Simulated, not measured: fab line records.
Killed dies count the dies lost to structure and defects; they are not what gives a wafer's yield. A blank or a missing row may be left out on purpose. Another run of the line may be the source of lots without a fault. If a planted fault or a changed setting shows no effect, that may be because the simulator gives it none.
fab line records	flow nand_harc	part 1 of 2: steps 1 to 28 of 37
record lots=5	wafers=15	last_day=25
route steps=1159 shown P_GATE@211 P_CONTACT@217
lots that met no fault: from a run of the same line without faults
start_h: hours from the record's first day to the start of the lot's first wafer shown	wait_h: time in hours since the lot's previous step	" identical to the entry in the row above	L1.1+2: several wafers, shown together as one row	- no value, or no start given	* or withheld: withheld	< > ~ a bound
route shown NAME@n: names a module that has steps shown in the file, with the first one's number in the route	usual: mean/standard deviation taken from wafers without a fault	same: alike in all rows	chamber/n: place in a boat	sites: the reading at each site	_std_site: how widely they spread, as a standard deviation	_edge_site: the outer-site mean with the inner-site mean subtracted	radius_mm: for every site, how far away it sits from the centre of the wafer	mask NAME#n: copy n	behind: the last tool/chamber to shape the wafer	hold: what put the lot on hold/how long, in hours/how the hold closed	device: transistor that didn't switch, given as n, p or np	end of line: at the end of the route, the tests of the same wafers	step lacking rows: just its recipe	killed: count of dies lost to structure and defects at first sort (not the wafer's yield)	map: a wafer's dies, x killed, . not, _ none there
set.NAME: setting as actually run; set.NAME@STEP: the setting as run at that earlier step	model.NAME: the simulator's own value behind a step, which no gauge read
lots at selected steps of the route; one table per step, one row per wafer
services: when a tool's chamber went out of use (start_h, in hours from the record's first day, below 0 if earlier), for how many hours, and the reason
## steps
# step NHARC_P_GATE_SPUTTER_78
# recipe target_thk_a=100	material=Ni
lot.wafer	tool	chamber	start_h	wait_h
L074.1+3+4	pvd_sputter-02	-	-	-
L076.3+4+6	pvd_sputter-02	-	-	-
L095.1+4+5	pvd_sputter-02	-	-	-
L096.1+6+5	pvd_sputter-03	-	-	-
L097.3+6+5	pvd_sputter-03	-	-	-
# step NHARC_P_GATE_SPUTTER_79
# recipe target_thk_a=100	material=TiN
lot.wafer	tool	chamber	start_h	wait_h
L074.1+4+3	pvd_sputter-02	-	-	-
L076.4+3+6	pvd_sputter-02	-	-	-
L095.1+4+5	pvd_sputter-02	-	-	-
L096.1+5+6	pvd_sputter-03	-	-	-
L097.3+6+5	pvd_sputter-03	-	-	-
# step NHARC_P_GATE_RTA_80
# recipe temp_c=300	time_s=30
# usual lamp_power_pct=2.27/0.24	lamp_zone_1_pct=2.27/0.24	lamp_zone_6_pct=2.24/0.24	wafer_temp_C_max=301.1/0.37
lot.wafer	tool	chamber	start_h	wait_h	lamp_power_pct	lamp_zone_1_pct	lamp_zone_6_pct	wafer_temp_C_max
L074.1	rtp_anneal-02	0	104.82	-	2.49	2.49	2.47	300.8
L074.3	"	0	"	"	2.49	2.49	2.46	301.0
L074.4	"	0	"	"	2.49	2.49	2.46	301.1
L076.3	rtp_anneal-01	0	118.87	-	2.00	2.00	1.98	301.3
L076.4	"	0	"	"	2.00	2.00	1.98	301.5
L076.6	"	0	"	"	2.00	2.00	1.98	301.2
L095.1	rtp_anneal-01	0	227.42	-	2.00	2.00	1.98	300.8
L095.4	"	0	"	"	2.00	2.00	1.98	301.2
L095.5	"	0	"	"	2.00	2.00	1.98	301.1
L096.1	rtp_anneal-01	0	235.96	-	2.01	2.01	1.98	301.5
L096.5	"	0	"	"	2.01	2.01	1.99	301.0
L096.6	"	0	"	"	2.01	2.01	1.99	301.3
L097.3	rtp_anneal-01	0	244.19	-	2.00	2.00	1.98	301.0
L097.5	"	0	"	"	2.00	2.00	1.98	301.2
L097.6	"	0	"	"	2.00	1.99	1.98	301.3
# step NHARC_P_GATE_STRIP_67
# recipe time_s=600	temp_c=130	chemistry=SPM
lot.wafer	tool	chamber	start_h	wait_h
L074.1+3+4	wet_bench-09	1,4,5	105.03	0.2
L076.4+3+6	wet_bench-03	7,0,1	119.09	0.2
L095.1+4+5	wet_bench-06	0,1,2	227.63	0.2
L096.5+1+6	wet_bench-03	2,3,4	236.15	0.1
L097.3+6+5	wet_bench-03	3,4,7	244.33	0.1
# step NHARC_P_GATE_RTA_82
# recipe temp_c=450	time_s=30
# usual lamp_power_pct=4.5/0.47	lamp_zone_1_pct=4.5/0.48	lamp_zone_6_pct=4.5/0.47	wafer_temp_C_max=451.7/0.48
lot.wafer	tool	chamber	start_h	wait_h	lamp_power_pct	lamp_zone_1_pct	lamp_zone_6_pct	wafer_temp_C_max
L074.1	rtp_anneal-02	0	105.31	-	4.9	4.9	4.9	451.4
L074.3	"	0	"	"	4.9	4.9	4.9	451.3
L074.4	"	0	"	"	4.9	4.9	4.9	451.9
L076.3	rtp_anneal-01	0	119.39	-	3.9	3.9	3.9	452.3
L076.4	"	0	"	"	3.9	3.9	3.9	452.3
L076.6	"	0	"	"	3.9	3.9	3.9	452.2
L095.1	rtp_anneal-01	0	227.99	-	3.9	3.9	3.9	451.5
L095.4	"	0	"	"	3.9	3.9	3.9	451.6
L095.5	"	0	"	"	3.9	3.9	3.9	452.4
L096.1	rtp_anneal-02	0	236.56	-	4.9	4.9	4.9	451.5
L096.5	"	0	"	"	4.9	4.9	4.8	451.2
L096.6	"	0	"	"	4.9	4.9	4.9	451.2
L097.3	rtp_anneal-02	0	244.65	-	4.9	4.9	4.9	451.7
L097.5	"	0	"	"	4.9	4.9	4.9	451.5
L097.6	"	0	"	"	4.9	4.9	4.9	451.2
# step NHARC_P_GATE_INSPECT_68
# usual raw_defect_count=211/73
lot.wafer	tool	chamber	start_h	wait_h	raw_defect_count
L074.1	defect_inspect-02	-	105.51	0.2	397
L074.3	"	-	"	"	350
L074.4	"	-	"	"	342
L076.3	defect_inspect-02	-	119.53	0.1	257
L076.4	"	-	"	"	205
L076.6	"	-	"	"	278
L095.1	defect_inspect-01	-	228.19	0.2	140
L095.4	"	-	"	"	249
L095.5	"	-	"	"	180
L096.1	defect_inspect-01	-	236.76	0.2	146
L096.5	"	-	"	"	107
L096.6	"	-	"	"	170
L097.3	defect_inspect-02	-	244.79	0.1	284
L097.5	"	-	"	"	351
L097.6	"	-	"	"	199
# step NHARC_P_CONTACT_DEP_30
# recipe target_thk_a=300	temp_c=400	target_thk_nm=30	flow_sccm=200	rf_w=450	material=SiNx
# usual heater_power_w=735/92
lot.wafer	tool	chamber	start_h	wait_h	heater_power_w
L074.3	pecvd-04	2	105.69	0.2	783
L074.1	"	0	"	"	622
L074.4	"	2	"	"	792
L076.3	pecvd-04	1	119.76	0.2	640
L076.6	"	0	"	"	675
L076.4	"	1	"	"	629
L095.1	pecvd-04	1	228.33	0.1	680
L095.5	"	2	"	"	728
L095.4	"	1	"	"	565
L096.1	pecvd-01	0	236.82	0.1	735
L096.5	"	0	"	"	758
L096.6	"	2	"	"	695
L097.3	pecvd-04	2	244.86	0.1	722
L097.5	"	2	"	"	735
L097.6	"	1	"	"	608
# step NHARC_P_CONTACT_DEP_00
# recipe target_thk_a=5000	temp_c=400	pressure_torr=6.5	rf_w=900	teos_flow_sccm=161.4	flow_sccm=2650	target_thk_nm=500	gas=O2	material=SiO2
# usual heater_power_w=577/99	throttle_valve_pct=15.8/0.34
lot.wafer	tool	chamber	start_h	wait_h	heater_power_w	throttle_valve_pct
L074.3	pecvd-04	2	-	-	694	16.2
L074.1	"	0	"	"	523	15.7
L074.4	"	2	"	"	533	16.2
L076.3	pecvd-04	1	-	-	438	15.2
L076.6	"	0	"	"	581	15.9
L076.4	"	1	"	"	458	15.2
L095.1	pecvd-04	1	-	-	482	15.4
L095.5	"	2	"	"	538	16.3
L095.4	"	1	"	"	521	15.4
L096.1	pecvd-01	0	-	-	592	15.5
L096.5	"	0	"	"	583	15.6
L096.6	"	2	"	"	548	15.8
L097.3	pecvd-04	2	-	-	540	16.3
L097.5	"	2	"	"	558	16.3
L097.6	"	1	"	"	470	15.4
# step NHARC_P_CONTACT_CMP_01
# recipe target_thk_nm=200	material=SiO2
# usual motor_current_A=12.5/1.4
lot.wafer	tool	chamber	start_h	wait_h	motor_current_A
L074.4	cmp-02	1	106.40	-	13.9
L074.3	"	3	"	"	11.0
L074.1	"	0	"	"	12.8
L076.3	cmp-03	2	120.42	-	11.3
L076.4	"	0	"	"	11.5
L076.6	"	1	"	"	12.4
L095.1	cmp-01	3	228.96	-	12.7
L095.4	"	0	"	"	12.1
L095.5	"	3	"	"	12.9
L096.1	cmp-02	3	237.56	-	11.3
L096.6	"	2	"	"	13.3
L096.5	"	3	"	"	11.6
L097.3	cmp-03	3	245.57	-	15.0
L097.6	"	3	"	"	15.1
L097.5	"	0	"	"	11.8
# step NHARC_P_CONTACT_SRD_03
lot.wafer	tool	chamber	start_h	wait_h
L074.4+1+3	wet_bench-02	4,5,7	106.70	0.0
L076.6+3+4	wet_bench-05	2,4,7	120.70	0.0
L095.1+4+5	wet_bench-02	5,0,2	229.26	0.0
L096.5+1+6	wet_bench-02	6,7,0	237.84	0.0
L097.3+6+5	wet_bench-05	2,5,6	245.86	0.0
# step NHARC_P_CONTACT_DEHYDRATE_04
# recipe temp_c=150	time_s=120
lot.wafer	tool	chamber	start_h	wait_h
L074.1+3+4	litho_track-04	0	106.78	0.1
L076.3+4+6	litho_track-01	0	120.79	0.1
L095.1+4+5	litho_track-04	0	229.34	0.1
L096.1+5+6	litho_track-04	0	237.91	0.1
L097.3+5+6	litho_track-06	0	245.95	0.1
# step NHARC_P_CONTACT_HMDS_05
# recipe time_s=30
lot.wafer	tool	chamber	start_h	wait_h
L074.1+3+4	litho_track-04	0	-	-
L076.3+4+6	litho_track-01	0	-	-
L095.1+4+5	litho_track-04	0	-	-
L096.1+5+6	litho_track-04	0	-	-
L097.3+5+6	litho_track-06	0	-	-
# step NHARC_P_CONTACT_COAT_33
# recipe temp_c=260	time_s=75
lot.wafer	tool	chamber	start_h	wait_h
L074.1+3+4	litho_track-04	0	-	-
L076.3+4+6	litho_track-01	0	-	-
L095.1+4+5	litho_track-04	0	-	-
L096.1+5+6	litho_track-04	0	-	-
L097.3+5+6	litho_track-06	0	-	-
# step NHARC_P_CONTACT_COAT_34
# recipe temp_c=225	time_s=65
lot.wafer	tool	chamber	start_h	wait_h
L074.1+3+4	litho_track-04	0	-	-
L076.3+4+6	litho_track-01	0	-	-
L095.1+4+5	litho_track-04	0	-	-
L096.1+5+6	litho_track-04	0	-	-
L097.3+5+6	litho_track-06	0	-	-
# step NHARC_P_CONTACT_COAT_06
# recipe spin_rpm=1500	resist_thk_nm=90
lot.wafer	tool	chamber	start_h	wait_h
L074.1+3+4	litho_track-04	0	-	-
L076.3+4+6	litho_track-01	0	-	-
L095.1+4+5	litho_track-04	0	-	-
L096.1+5+6	litho_track-04	0	-	-
L097.3+5+6	litho_track-06	0	-	-
# step NHARC_P_CONTACT_SOFTBAKE_07
# recipe temp_c=105	time_s=55
lot.wafer	tool	chamber	start_h	wait_h
L074.1+3+4	litho_track-04	0	-	-
L076.3+4+6	litho_track-01	0	-	-
L095.1+4+5	litho_track-04	0	-	-
L096.1+5+6	litho_track-04	0	-	-
L097.3+5+6	litho_track-06	0	-	-
# step NHARC_P_CONTACT_EBR_08
lot.wafer	tool	chamber	start_h	wait_h
L074.1+3+4	litho_track-04	0	-	-
L076.3+4+6	litho_track-01	0	-	-
L095.1+4+5	litho_track-04	0	-	-
L096.1+5+6	litho_track-04	0	-	-
L097.3+5+6	litho_track-06	0	-	-
# step NHARC_P_CONTACT_EXPOSE_09
# recipe na=1.35	target_cd_nm=90	dose_mj=81.26	mask_id=P_CA
# usual exposure_dose_mJ_cm2=81.18/0.094	stage_vel_mm_s=499.99/0.25
lot.wafer	tool	chamber	start_h	wait_h	mask	exposure_dose_mJ_cm2	stage_vel_mm_s
L074.1	arfi_scanner-02	0	107.09	-	P_CA#0	81.18	499.59
L074.3	"	0	"	"	P_CA#0	81.25	500.00
L074.4	"	0	"	"	P_CA#0	81.09	499.78
L076.3	arfi_scanner-03	0	121.10	-	P_CA#0	81.20	499.71
L076.4	"	0	"	"	P_CA#0	81.14	499.50
L076.6	"	0	"	"	P_CA#0	81.27	499.66
L095.1	arfi_scanner-01	0	229.65	-	P_CA#0	81.02	499.89
L095.4	"	0	"	"	P_CA#0	81.07	500.33
L095.5	"	0	"	"	P_CA#0	81.02	499.64
L096.1	arfi_scanner-02	0	238.10	-	P_CA#0	81.13	499.67
L096.5	"	0	"	"	P_CA#0	80.99	499.93
L096.6	"	0	"	"	P_CA#0	81.13	499.76
L097.3	arfi_scanner-01	0	246.27	-	P_CA#0	81.20	500.19
L097.5	"	0	"	"	P_CA#0	81.17	500.01
L097.6	"	0	"	"	P_CA#0	81.19	500.11
# step NHARC_P_CONTACT_PEB_10
# recipe peb_temp_c=100	peb_time_s=65
lot.wafer	tool	chamber	start_h	wait_h
L074.1+3+4	litho_track-01	0	107.15	0.1
L076.3+4+6	litho_track-04	0	121.16	0.0
L095.1+4+5	litho_track-04	0	229.71	0.1
L096.1+5+6	litho_track-01	0	238.16	0.1
L097.3+5+6	litho_track-04	0	246.32	0.0
# step NHARC_P_CONTACT_DEVELOP_11
# recipe develop_time_s=35	dev_temp_c=23
lot.wafer	tool	chamber	start_h	wait_h
L074.1+3+4	litho_track-01	0	-	-
L076.3+4+6	litho_track-04	0	-	-
L095.1+4+5	litho_track-04	0	-	-
L096.1+5+6	litho_track-01	0	-	-
L097.3+5+6	litho_track-04	0	-	-
# step NHARC_P_CONTACT_CD_MEAS_12
# recipe target_cd_nm=90	landing_energy_ev=500
# usual cd_nm=90.0/0.63
lot.wafer	tool	chamber	start_h	wait_h	cd_nm
L074.1	cd_sem-02	0	107.23	-	90.1
L074.3	"	0	"	"	89.9
L074.4	"	0	"	"	90.2
L076.3	cd_sem-02	0	121.24	-	90.2
L076.4	"	0	"	"	90.8
L076.6	"	0	"	"	91.2
L095.1	cd_sem-02	0	229.79	-	89.9
L095.4	"	0	"	"	89.3
L095.5	"	0	"	"	89.8
L096.1	cd_sem-01	0	238.24	-	91.0
L096.5	"	0	"	"	91.1
L096.6	"	0	"	"	90.8
L097.3	cd_sem-03	0	246.40	-	90.0
L097.5	"	0	"	"	90.1
L097.6	"	0	"	"	89.5
# step NHARC_P_CONTACT_OVL_MEAS_13
# usual overlay_x_nm=-0.1/0.96	overlay_y_nm=0.2/0.93
lot.wafer	tool	chamber	start_h	wait_h	overlay_x_nm	overlay_y_nm
L074.1	overlay-01	-	107.32	-	0.9	0.4
L074.3	"	-	"	"	0.6	0.2
L074.4	"	-	"	"	0.5	0.2
L076.3	overlay-02	-	121.32	-	0.6	-0.3
L076.4	"	-	"	"	0.9	-0.3
L076.6	"	-	"	"	0.7	-0.2
L095.1	overlay-02	-	229.88	-	-1.0	0.3
L095.4	"	-	"	"	-0.7	0.1
L095.5	"	-	"	"	-0.5	0.2
L096.1	overlay-02	-	238.33	-	0.8	0.2
L096.5	"	-	"	"	1.3	0.6
L096.6	"	-	"	"	0.8	0.8
L097.3	overlay-02	-	246.49	-	0.0	0.6
L097.5	"	-	"	"	-0.3	0.5
L097.6	"	-	"	"	-0.4	0.9
# step NHARC_P_CONTACT_INSPECT_14
# usual raw_defect_count=3.7/2.2
lot.wafer	tool	chamber	start_h	wait_h	raw_defect_count
L074.1	defect_inspect-02	-	107.36	0.0	1
L074.3	"	-	"	"	5
L074.4	"	-	"	"	2
L076.3	defect_inspect-01	-	121.36	0.0	3
L076.4	"	-	"	"	4
L076.6	"	-	"	"	4
L095.1	defect_inspect-01	-	229.91	0.0	3
L095.4	"	-	"	"	1
L095.5	"	-	"	"	5
L096.1	defect_inspect-02	-	238.36	0.0	4
L096.5	"	-	"	"	3
L096.6	"	-	"	"	3
L097.3	defect_inspect-02	-	246.52	0.0	4
L097.5	"	-	"	"	4
L097.6	"	-	"	"	9
# step NHARC_P_CONTACT_DESCUM_17
# recipe time_s=3	o2_flow_sccm=200	ar_flow_sccm=0	bias_power_w=0	chemistry=O2
# usual drypump_motor_current_A=5.5/0.43	oes_product_au=1.001/0.007	rf_vpp_V=57.8/0.93	showerhead_plenum_p_Torr=1.91/0.098	throttle_valve_pct=11.311/0.0097
lot.wafer	tool	chamber	start_h	wait_h	drypump_motor_current_A	oes_product_au	rf_hours_counter_h	rf_vpp_V	showerhead_plenum_p_Torr	throttle_valve_pct
L074.1	rie_diel-11	3	107.42	0.1	5.3	1.002	8	58.5	2.02	11.304
L074.4	"	1	"	"	5.3	1.000	8	57.9	2.01	11.307
L074.3	"	2	"	"	6.2	1.011	8	57.5	1.94	11.317
L076.4	rie_diel-11	3	121.43	0.1	5.3	1.004	9	57.7	2.02	11.316
L076.3	"	0	"	"	5.9	0.996	9	58.0	2.00	11.314
L076.6	"	2	"	"	6.2	0.998	-	59.3	1.94	11.301
L095.4	rie_diel-11	0	229.98	0.1	5.9	1.000	3	57.2	2.00	11.339
L095.1	"	2	"	"	6.2	1.013	3	57.9	1.94	11.308
L095.5	"	0	"	"	5.9	0.992	-	57.8	2.00	11.317
L096.1	rie_diel-08	1	238.44	0.1	5.9	0.993	11	57.2	1.80	11.316
L096.6	"	3	"	"	5.1	0.997	-	57.2	1.80	11.319
L096.5	"	0	"	"	4.8	0.994	-	56.8	1.78	11.307
L097.3	rie_diel-11	3	246.58	0.1	5.3	1.007	5	57.3	2.02	11.295
L097.6	"	3	"	"	5.3	1.007	-	58.7	2.02	11.325
L097.5	"	0	"	"	5.9	1.004	-	56.6	2.00	11.318
# step NHARC_P_CONTACT_ETCH_35
# recipe target_depth_a=390	over_etch_frac=0.3	time_s=65	ion_energy_ev=80	cf4_flow_sccm=150	ar_flow_sccm=0	rf_w=300	bias_w=100	chemistry=CF4
# usual drypump_motor_current_A=5.5/0.41	oes_product_au=1.000/0.0062	rf_vpp_V=151.2/1.3	showerhead_plenum_p_Torr=1.77/0.084	throttle_valve_pct=13.284/0.009
lot.wafer	tool	chamber	start_h	wait_h	drypump_motor_current_A	oes_product_au	rf_hours_counter_h	rf_vpp_V	showerhead_plenum_p_Torr	throttle_valve_pct
L074.4	rie_diel-11	2	107.51	0.1	6.2	1.010	8	151.9	1.79	13.289
L074.3	"	3	"	"	5.3	0.999	8	152.9	1.86	13.288
L074.1	"	1	"	"	5.3	1.003	8	151.4	1.85	13.296
L076.3	rie_diel-11	1	121.51	0.1	5.3	0.997	9	152.4	1.85	13.270
L076.4	"	3	"	"	5.3	0.998	9	151.9	1.86	13.294
L076.6	"	1	"	"	5.3	1.000	-	153.2	1.85	13.273
L095.4	rie_diel-11	1	230.06	0.1	5.3	1.003	2	152.6	1.84	13.291
L095.1	"	3	"	"	5.3	0.998	3	152.8	1.86	13.276
L095.5	"	2	"	"	6.2	0.997	-	151.5	1.79	13.282
L096.1	rie_diel-08	3	238.53	0.1	5.1	1.002	9	150.2	1.67	13.284
L096.5	"	0	"	"	4.8	1.006	-	149.6	1.65	13.281
L096.6	"	1	"	"	5.8	1.001	-	149.9	1.67	13.286
L097.3	rie_diel-11	1	246.69	0.1	5.3	0.992	4	149.8	1.84	13.271
L097.6	"	2	"	"	6.2	1.004	-	150.2	1.79	13.289
L097.5	"	3	"	"	5.3	1.005	-	153.0	1.86	13.286
# step NHARC_P_CONTACT_ETCH_36
# recipe target_depth_a=2600	over_etch_frac=0.25	time_s=406.25	ion_energy_ev=200	n2_flow_sccm=150	h2_flow_sccm=150	ar_flow_sccm=0	rf_w=400	bias_w=150	chemistry=N2/H2
# usual drypump_motor_current_A=5.5/0.43	oes_product_au=1.002/0.0063	rf_vpp_V=430/3	showerhead_plenum_p_Torr=2.04/0.11	throttle_valve_pct=14.170/0.0091
lot.wafer	tool	chamber	start_h	wait_h	drypump_motor_current_A	oes_product_au	rf_hours_counter_h	rf_vpp_V	showerhead_plenum_p_Torr	throttle_valve_pct
L074.4	rie_diel-11	0	-	-	5.9	0.999	8	434	2.14	14.150
L074.1	"	1	"	"	5.3	1.005	8	434	2.14	14.172
L074.3	"	2	"	"	6.2	0.996	8	431	2.07	14.172
L076.3	rie_diel-11	1	-	-	5.3	1.006	9	435	2.14	14.173
L076.4	"	3	"	"	5.3	1.003	9	432	2.16	14.169
L076.6	"	1	"	"	5.3	1.006	-	434	2.14	14.165
L095.1	rie_diel-11	3	-	-	5.3	1.005	3	434	2.15	14.176
L095.4	"	0	"	"	5.9	0.998	3	433	2.13	14.184
L095.5	"	2	"	"	6.2	1.004	-	431	2.07	14.157
L096.1	rie_diel-08	3	-	-	5.1	1.010	10	426	1.92	14.170
L096.5	"	0	"	"	4.9	0.996	-	427	1.89	14.171
L096.6	"	1	"	"	5.8	1.004	-	426	1.92	14.162
L097.3	rie_diel-11	2	-	-	6.2	0.998	4	432	2.07	14.169
L097.5	"	0	"	"	5.9	0.997	-	433	2.13	14.177
L097.6	"	1	"	"	5.3	0.998	-	433	2.14	14.168
# step NHARC_P_CONTACT_ETCH_18
# recipe target_depth_a=4810	time_s=240.5	c4f8_flow_sccm=20	o2_flow_sccm=10	ar_flow_sccm=withheld	rf_w=600	bias_w=1500	chemistry=C4F8/O2/Ar
# usual oes_product_au=0.964/0.018	rf_vpp_V=978/6.9
lot.wafer	tool	chamber	start_h	wait_h	oes_product_au	rf_hours_counter_h	rf_vpp_V
L074.4	rie_diel-11	0	-	-	0.966	8	983
L074.1	"	2	"	"	0.988	8	980
L074.3	"	3	"	"	0.955	8	985
L076.3	rie_diel-11	0	-	-	0.940	9	985
L076.4	"	2	"	"	0.930	10	979
L076.6	"	3	"	"	0.932	-	985
L095.1	rie_diel-11	3	-	-	0.967	3	986
L095.4	"	0	"	"	0.951	3	985
L095.5	"	3	"	"	0.963	-	987
L096.1	rie_diel-08	3	-	-	0.970	10	970
L096.6	"	3	"	"	0.973	-	972
L096.5	"	0	"	"	0.974	-	970
L097.3	rie_diel-11	0	-	-	0.922	4	983
L097.6	"	3	"	"	0.930	-	985
L097.5	"	0	"	"	0.928	-	983
# step NHARC_P_CONTACT_STRIP_37
# recipe c4f8_flow_sccm=withheld	o2_flow_sccm=8	ar_flow_sccm=withheld	bias_w=0	chemistry=C4F8/O2/Ar
lot.wafer	tool	chamber	start_h	wait_h
L074.1+3+4	rie_diel-11	1,2,0	-	-
L076.4+3+6	rie_diel-11	1,3,1	-	-
L095.1+4+5	rie_diel-11	0,2,1	-	-
L096.1+6+5	rie_diel-08	3,3,0	-	-
L097.3+6+5	rie_diel-11	0,0,1	-	-
